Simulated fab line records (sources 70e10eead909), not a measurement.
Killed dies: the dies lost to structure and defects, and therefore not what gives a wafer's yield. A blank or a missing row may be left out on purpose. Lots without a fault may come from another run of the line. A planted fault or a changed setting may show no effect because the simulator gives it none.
Which tool was responsible?    flow nandHarc    36 wafers from 12 lots sampled at 5 of the route's 1302 steps

== WHAT EACH GAUGE READ, for each wafer ==
NHARC_END_SORT_01. Usual: killedAtArray 64, standard deviation 16; killedAtOther 1.0, standard deviation 1.1; killedAtPeriphery 3.5, standard deviation 2.3; killedDies 69, standard deviation 17; killedOpen 3.2, standard deviation 1.6; killedShort 2.4, standard deviation 1.6.
lot   measured      on         killedAtArray  killedAtOther  killedAtPeriphery  killedDies  killedOpen  killedShort  flag
L206  day 30 12:36  prober-02  47 669 48      1 0 0          9 8 10             57 677 58   3 4 5       2 3 4        OFF

== WHICH TOOL RAN EACH LOT (tool, then ch and the chambers of the sampled wafers, then the start) ==
lot   NHARC_A_STAIRCASE_STRIP_205          NHARC_A_STAIRCASE_TRIM_226                    NHARC_A_STAIRCASE_ETCH_230         NHARC_A_STAIRCASE_ETCH_236
L192  plasmaAsher-01 ch 0,1, day 15 22:47  rieDiel-11 ch 1,2,3, day 16 01:51 or earlier  rieDiel-05 ch 0,2, day 16 01:51    rieDiel-05 ch 1,3, no start
L195  plasmaAsher-02 ch 0,1, day 16 19:22  rieDiel-04 ch 0,1,3, day 16 22:16 or earlier  rieDiel-11 ch 0,3, day 16 22:16    rieDiel-11 ch 0,2, no start
L199  plasmaAsher-01 ch 0,1, day 19 00:16  rieDiel-04 ch 0,1,3, day 19 03:06 or earlier  rieDiel-04 ch 0,1, day 19 03:06    rieDiel-04 ch 1,2,3, no start
L201  plasmaAsher-02 ch 0,1, day 19 19:10  rieDiel-05 ch 0,1,3, day 19 22:09 or earlier  rieDiel-11 ch 2,3, day 19 22:09    rieDiel-11 ch 0,2,3, no start
L202  plasmaAsher-01 ch 0,1, day 20 08:35  rieDiel-04 ch 0,1,3, day 20 11:35 or earlier  rieDiel-04 ch 1,2,3, day 20 11:35  rieDiel-04 ch 0,2,3, no start
L203  plasmaAsher-02 ch 0,1, day 20 19:54  rieDiel-05 ch 2,3, day 20 22:47 or earlier    rieDiel-05 ch 0,1, day 20 22:47    rieDiel-05 ch 0,2, no start
L204  plasmaAsher-01 ch 0,1, day 21 08:21  rieDiel-04 ch 0,2,3, day 21 11:40 or earlier  rieDiel-05 ch 0,3, day 21 11:40    rieDiel-05 ch 0,1, no start
L205  plasmaAsher-02 ch 0,1, day 21 08:29  rieDiel-11 ch 1,2, day 21 11:49 or earlier    rieDiel-11 ch 2,3, day 21 11:49    rieDiel-11 ch 1,3, no start
L206  plasmaAsher-01 ch 0,1, day 21 17:38  rieDiel-11 ch 1,2, day 21 20:14 or earlier    rieDiel-11 ch 1,2,3, day 21 20:14  rieDiel-11 ch 1,2,3, day 30 12:36 or earlier
L213  plasmaAsher-02 ch 0,1, day 25 03:01  rieDiel-11 ch 0,1,3, day 25 05:42 or earlier  rieDiel-05 ch 2,3, day 25 05:42    rieDiel-05 ch 1,2,3, no start
L215  plasmaAsher-01 ch 0, day 25 18:57    rieDiel-05 ch 0,3, day 25 21:56 or earlier    rieDiel-11 ch 2,3, day 25 21:56    rieDiel-11 ch 0,1,3, no start
L214  plasmaAsher-01 ch 0,1, day 25 22:37  rieDiel-05 ch 0,2,3, day 26 01:26 or earlier  rieDiel-11 ch 0,1,3, day 26 01:26  rieDiel-11 ch 0,1,2, no start
- NHARC_A_STAIRCASE_STRIP_205: strips in O2.
- NHARC_A_STAIRCASE_TRIM_226: chemistry O2, time 211.2 s.
- NHARC_A_STAIRCASE_ETCH_230: etches the open film in C4F8/O2, target depth 100 nm, time 40.5 s.
- NHARC_A_STAIRCASE_ETCH_236: etches the open film in C4F8/O2, target depth 100 nm, time 40.5 s.

== AS READ BY THE TOOLS THEMSELVES (means over the sampled wafers that have a number; for cases with no such wafer, the mark the record gives instead) ==
NHARC_A_STAIRCASE_STRIP_205. Usual: drypumpMotorCurrentA 5.59 A, standard deviation 0.23; heaterPowerW 338 W, standard deviation 17; tempC 249.96 C, standard deviation 0.2.
lot   tool            drypumpMotorCurrentA (A)  heaterPowerW (W)  tempC (C)  flag
L192  plasmaAsher-01  5.48                      350               249.69     
L195  plasmaAsher-02  5.79                      325               250.04     
L199  plasmaAsher-01  5.49                      348               250.02     
L201  plasmaAsher-02  5.78                      326               249.80     
L202  plasmaAsher-01  5.48                      344               249.98     
L203  plasmaAsher-02  5.60                      332               250.14     
L204  plasmaAsher-01  5.49                      348               249.63     
L205  plasmaAsher-02  5.59                      337               249.97     
L206  plasmaAsher-01  5.46                      346               250.00     
L213  plasmaAsher-02  5.77                      327               249.97     
L215  plasmaAsher-01  5.48                      330               250.12     
L214  plasmaAsher-01  5.48                      330               249.77     

NHARC_A_STAIRCASE_TRIM_226. Usual: drypumpMotorCurrentA 5.8 A, standard deviation 0.53; mfcArSccm 0.011 sccm, standard deviation 0.014; oesProductAu 1.001 a.u., standard deviation 0.009; rfVppV 57.8 V, standard deviation 0.92; showerheadPlenumPTorr 3.51 Torr, standard deviation 0.18; throttleValvePct 17.038 %, standard deviation 0.011.
lot   tool        drypumpMotorCurrentA (A)  mfcArSccm (sccm)  oesProductAu (a.u.)  rfVppV (V)  showerheadPlenumPTorr (Torr)  throttleValvePct (%)  flag
L192  rieDiel-11  5.7                       0.005             1.004                57.5        3.42                          17.028                
L195  rieDiel-04  5.6                       0.013             1.009                58.4        3.54                          17.028                
L199  rieDiel-04  5.6                       0.013             0.999                57.5        3.53                          17.039                
L201  rieDiel-05  5.7                       0.017             1.000                57.1        3.62                          17.039                
L202  rieDiel-04  5.6                       0.013             1.002                57.6        3.53                          17.038                
L203  rieDiel-05  5.9                       0.011             1.008                58.2        3.50                          17.035                
L204  rieDiel-04  5.7                       0.026             0.999                58.7        3.45                          17.037                
L205  rieDiel-11  5.6                       0.001             1.005                57.6        3.40                          17.037                
L206  rieDiel-11  5.7                       0.001             0.998                57.7        3.51                          17.032                
L213  rieDiel-11  6.0                       0.005             1.000                58.5        3.62                          17.047                
L215  rieDiel-05  5.1                       0.027             1.005                58.2        3.72                          17.043                
L214  rieDiel-05  5.6                       0.017             0.999                58.0        3.58                          17.042                

NHARC_A_STAIRCASE_ETCH_230. Usual: oesProductAu 0.952 a.u., standard deviation 0.019; rfVppV 895 V, standard deviation 6.6; runLengthS 61.8 s, standard deviation 0.36.
lot   tool        oesProductAu (a.u.)  rfVppV (V)  runLengthS (s)  flag
L192  rieDiel-05  0.916                893         61.7            
L195  rieDiel-11  0.965                891         62.0            
L199  rieDiel-04  0.952                893         61.8            
L201  rieDiel-11  0.981                900         61.9            
L202  rieDiel-04  0.936                898         61.6            
L203  rieDiel-05  0.943                895         61.9            
L204  rieDiel-05  0.926                904         61.5            
L205  rieDiel-11  0.960                899         61.8            
L206  rieDiel-11  0.947                897         57.4            OFF
L213  rieDiel-05  0.964                895         61.7            
L215  rieDiel-11  0.967                898         61.9            
L214  rieDiel-11  0.966                899         62.0            

NHARC_A_STAIRCASE_ETCH_236. Usual: oesProductAu 0.943 a.u., standard deviation 0.011; rfVppV 895 V, standard deviation 6; runLengthS 61.8 s, standard deviation 0.35.
lot   tool        oesProductAu (a.u.)  rfVppV (V)  runLengthS (s)  flag
L192  rieDiel-05  0.924                890         61.9            
L195  rieDiel-11  0.944                889         62.0            
L199  rieDiel-04  0.943                898         61.5            
L201  rieDiel-11  0.953                896         61.8            
L202  rieDiel-04  0.945                893         61.8            
L203  rieDiel-05  0.943                894         61.5            
L204  rieDiel-05  0.940                896         61.7            
L205  rieDiel-11  0.945                903         61.8            
L206  rieDiel-11  0.947                898         61.6            
L213  rieDiel-05  0.959                895         61.9            
L215  rieDiel-11  0.940                899         61.7            
L214  rieDiel-11  0.947                893         61.7            

== THE ANSWER, worked out from the rows above alone ==
Rule: lot off if the mean of its wafers having a number is beyond 3 standard deviations from the usual mean. Also off: a lot with no number at a reading for which 4 or more lots have one. Where the step has rows for the other lots, those lots are counted as sound. The gauges are gone through in route order, then the tools' own readings, and for those a lot's mean is taken as printed above. At the first step where some lot is off, the reading lying furthest off is the one used; lots without a number count as furthest.
Off: L206, at NHARC_END_SORT_01 (killedAtArray). Neither off nor sound, because the step has no rows for them: L192, L195, L199, L201, L202, L203, L204, L205, L213, L215, L214.
If a tool, at a process step before that reading, ran all the lots that are off and no sound lot after the first of them, it fits. Not tried: the gauges at NHARC_END_SORT_01; whatever is off there is also off at NHARC_A_STAIRCASE_ETCH_230, on other tools, and gauge error can't account for it. NHARC_A_STAIRCASE_TRIM_226 gives no start for some lots, so the hours and the order of its lots are those of NHARC_A_STAIRCASE_ETCH_230. NHARC_A_STAIRCASE_ETCH_236 gives no start for some lots, so the hours and the order of its lots are those of NHARC_END_SORT_01. Can't be told from this: 2 tools fit, plasmaAsher-01 at NHARC_A_STAIRCASE_STRIP_205, rieDiel-11 at NHARC_A_STAIRCASE_TRIM_226 and NHARC_A_STAIRCASE_ETCH_230 and NHARC_A_STAIRCASE_ETCH_236.

== WHAT THE SIMULATOR HAD INSERTED ==
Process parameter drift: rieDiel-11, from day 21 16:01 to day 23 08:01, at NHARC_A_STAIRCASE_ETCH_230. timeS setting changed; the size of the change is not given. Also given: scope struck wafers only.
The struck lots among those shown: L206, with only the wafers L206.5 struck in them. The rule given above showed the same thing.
